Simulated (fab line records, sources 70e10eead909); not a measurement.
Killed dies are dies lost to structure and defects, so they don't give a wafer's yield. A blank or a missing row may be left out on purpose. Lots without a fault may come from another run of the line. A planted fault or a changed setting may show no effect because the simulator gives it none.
A struck lot beside a sound one | flow nand_harc | 14 steps out of a route of 1159
Sound: wafers L951.1, L951.3, L951.4. Struck: wafers L967.1, L967.6. (L967.3 of the same lot was not struck and is left out.) The cause comes at the end.
At each step with rows: each side's tool, then ch and its chambers, then its first start. Under that, the readings that differ: sound wafers | struck wafers | difference of the means | sigmas: that difference in standard deviations of wafers without a fault.
alike: readings whose means differ by less than 2 such deviations, and words and numbers that are the same on both sides. not compared: withheld readings, readings that some wafer has no value for, bounds like >300 that may hide the same value, and numbers for which the record gives no deviation and whose values overlap.
The two part at a step that has a row with sigmas, a row that says differs or no value, or rows on one side only. Numbers that don't overlap but have no deviation are shown without sigmas and don't part them. A reading that every wafer of one side lacks parts them only if that side has two wafers or more.

NHARC_A_WL_FILL_CVD_03: deposits W, target thk 40 nm, time 3302 s.
  sound on cvd_w-02 ch 0,1, day 14 23:13; struck on cvd_w-02 ch 1, day 19 06:54
  alike: heater_power_outer_w, heater_power_w, mfc_wf6_sccm, susceptor_temp_C, throttle_valve_pct
NHARC_A_WL_FILL_ETCHBACK_04: etches the open film in NF3, target depth 60 nm, time 120 s.
  sound on rie_metal-03 ch 0,1, day 15 02:07; struck on rie_metal-01 ch 0,1, day 19 10:14
  alike: drypump_motor_current_A, he_backside_leak_sccm, oes_product_au, run_length_s
  not compared: rf_hours_counter_h
NHARC_A_WL_FILL_ETCHBACK_05: etches the open film in Cl2/BCl3, target depth 22 nm, time 60 s.
  sound on rie_metal-03 ch 0,1, day 15 02:20; struck on rie_metal-01 ch 0,1, day 19 10:27
  alike: drypump_motor_current_A, he_backside_leak_sccm, oes_product_au, run_length_s, temp_c
  not compared: rf_hours_counter_h
then, 6 steps without rows for these wafers: NHARC_A_WL_FILL_STRIP_27 (strips in N2/H2, time 20 s); NHARC_A_WL_FILL_STRIP_28 (strips in post etch residue remover, time 1200 s); NHARC_A_WL_FILL_PRECLEAN_06 (cleans in DIW, time 300 s); NHARC_A_WL_FILL_SRD_07; NHARC_A_WL_FILL_ANNEAL_08 (time 1800 s); NHARC_A_WL_FILL_ALD_10 (deposits SiO2, target thk 50 nm, pulse time 10 s, ald cycles 500).
NHARC_A_WL_FILL_ETCHBACK_16: etches the open film in C4F8/O2/Ar, target depth 88 nm, time 17.6 s.
  sound on rie_diel-13 ch 0,1,3; struck on rie_diel-13 ch 0,3
  alike: oes_product_au, rf_vpp_V, run_length_s
  not compared: rf_hours_counter_h
NHARC_A_WL_FILL_STRIP_29: strips in O2, time 20 s.
  sound on rie_diel-13 ch 1,2,3, day 15 15:35; struck on rie_diel-13 ch 0,1, day 19 20:32
  reading      | sound          | struck    | difference | sigmas
  rf_vpp_V (V) | 58.8 58.3 59.7 | 55.5 58.2 | -2.1       | -2
  alike: drypump_motor_current_A, oes_product_au, showerhead_plenum_p_Torr, throttle_valve_pct
  not compared: rf_hours_counter_h
NHARC_A_WL_FILL_ETCHBACK_17: etches the open film in Cl2/BCl3, target depth 4 nm, time 26.7 s.
  sound on rie_metal-03 ch 0,1, day 15 15:40; struck on rie_metal-01 ch 0,1, day 19 20:37
  reading          | sound          | struck    | difference | sigmas
  run_length_s (s) | 47.7 47.5 48.1 | 45.2 45.2 | -2.6       | -8
  alike: drypump_motor_current_A, he_backside_leak_sccm, oes_product_au
  not compared: rf_hours_counter_h
then, 1 step without rows for these wafers: NHARC_A_WL_FILL_PRECLEAN_18 (cleans in dHF, time 30 s).
-- the record jumps here: 4 days lie between the struck wafers' starts before and after (it left off in module A_WL_FILL and takes up again in module END, whose first step shown is number 1159 of the route) --
NHARC_END_SORT_01:
  the record has rows for the struck wafers here (prober-02 ch 0, day 23 19:12) and none for the sound ones

WHERE THEY PART
First at NHARC_A_WL_FILL_STRIP_29; last, within this record, at NHARC_END_SORT_01.

WHY: what the simulator had put in
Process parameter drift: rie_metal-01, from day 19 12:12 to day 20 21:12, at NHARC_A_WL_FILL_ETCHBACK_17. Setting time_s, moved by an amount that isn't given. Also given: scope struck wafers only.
